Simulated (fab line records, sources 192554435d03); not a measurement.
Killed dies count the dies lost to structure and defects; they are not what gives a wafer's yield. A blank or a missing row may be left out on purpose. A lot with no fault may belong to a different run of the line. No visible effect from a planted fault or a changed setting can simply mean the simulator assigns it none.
Struck lot and sound lot, side by side :: flow n5-finfet :: 15 out of 1938 route steps
Sound: wafers L555.2, L555.4, L555.6. Wafers struck: L562.3, L562.4, L562.5. Last of all comes the cause.
At each step with rows: each side's tool, then ch and its chambers, then its first start. Under that, the readings that differ: sound wafers :: struck wafers :: difference of the means :: sigmas: that difference in standard deviations of wafers without a fault.
alike: readings with means less than 2 such deviations apart, plus words and numbers identical on both sides. not compared: withheld readings, readings lacking a value on some wafer, bounds such as >300 that could conceal the same value, and numbers that have no deviation in the record and whose values overlap.
The two part at a step that has a row with sigmas, a row that says differs or no value, or rows on one side only. Numbers that don't overlap but have no deviation are shown without sigmas and don't part them. Lack of a reading on every wafer of one side parts them only where that side has two or more wafers.

N5_BEOL_M7_OCD_MEAS_38:
  struck on ocd-01, day 16 10:54; sound on ocd-02, day 13 21:17
  alike: trench-depth-nm
then, 4 steps without rows for these wafers: N5_BEOL_M7_HM_STRIP_39 (strips TiN in peroxide tin strip, target depth 25 nm, time 158 s); N5_BEOL_M7_SRD_40 (time 30 s); N5_BEOL_M7_PRECLEAN_42 (cleans in residue remover, time 60 s); N5_BEOL_M7_SRD_43 (time 30 s).
N5_BEOL_M7_CD_MEAS_35: the cd target is 40 nm.
  struck on cd-sem-02, day 16 11:03; sound on cd-sem-03, day 13 21:26
  alike: cd-nm
N5_BEOL_M7_CURE_75: cures SiCOH lowk, time 120 s.
  sound on uv-cure-01 ch 2, day 13 21:31; struck on uv-cure-01 ch 2, day 16 11:17
  alike: lamp-power-pct, wafer_temp_C_max
N5_BEOL_M7_DEGAS_44: time 60 s.
  struck on pvd-sputter-02, day 16 13:51; sound on pvd-sputter-01, day 13 21:49
  alike: heater-power-w
N5_BEOL_M7_PRE_CLEAN_45: time 30 s.
  struck on pvd-sputter-02, day 16 13:53; sound on pvd-sputter-01, day 13 21:52
  alike: heater-power-w
N5_BEOL_M7_ALD_77: deposits TaN, target thk 2 nm, pulse time 2 s, purge time 3 s.
  sound on ald-metal-02 ch 0,1,3, day 13 21:55; struck on ald-metal-02 ch 1,2,3, day 16 13:57
  alike: heater-power-w
N5_BEOL_M7_SURFACE_TREAT_79:
  struck on pvd-sputter-02, day 16 14:20; sound on pvd-sputter-02, day 13 22:14
  not compared: throttle-valve-pct
then, 1 step without rows for these wafers: N5_BEOL_M7_CVD_78 (deposits Co from CCTBA/H2, target thk 2 nm, time 142.3 s).
N5_BEOL_M7_SPUTTER_48: material Cu, target thk 10 nm, time 1.667 s.
  struck on pvd-sputter-02, day 16 15:01; sound on pvd-sputter-02, day 14 00:13
reading: cathode-dc-power-W (W)
sound: 25998 25999 26000
struck: 32023 32016 32013
difference: +6018
sigmas: +99 or more
  alike: throttle-valve-pct
then, 1 step without rows for these wafers: N5_BEOL_M7_ECD_50 (material Cu, target thk 300 nm).
-- here the record skips 3 days between the struck wafers' starts before and after, leaving off in module BEOL_M7 and picking up in module PASSIVATION (first step shown: number 1936 of the route) --
N5_PASSIVATION_PROBE_49:
  only the struck wafers here have rows in the record (prober-01, day 19 10:59); the sound ones have none

WHERE THEY PART
At N5_BEOL_M7_SPUTTER_48 first; at N5_PASSIVATION_PROBE_49 last (within this record only).

WHY: what the simulator had put in
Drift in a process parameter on pvd-sputter-02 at N5_BEOL_M7_SPUTTER_48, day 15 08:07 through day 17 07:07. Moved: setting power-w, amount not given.
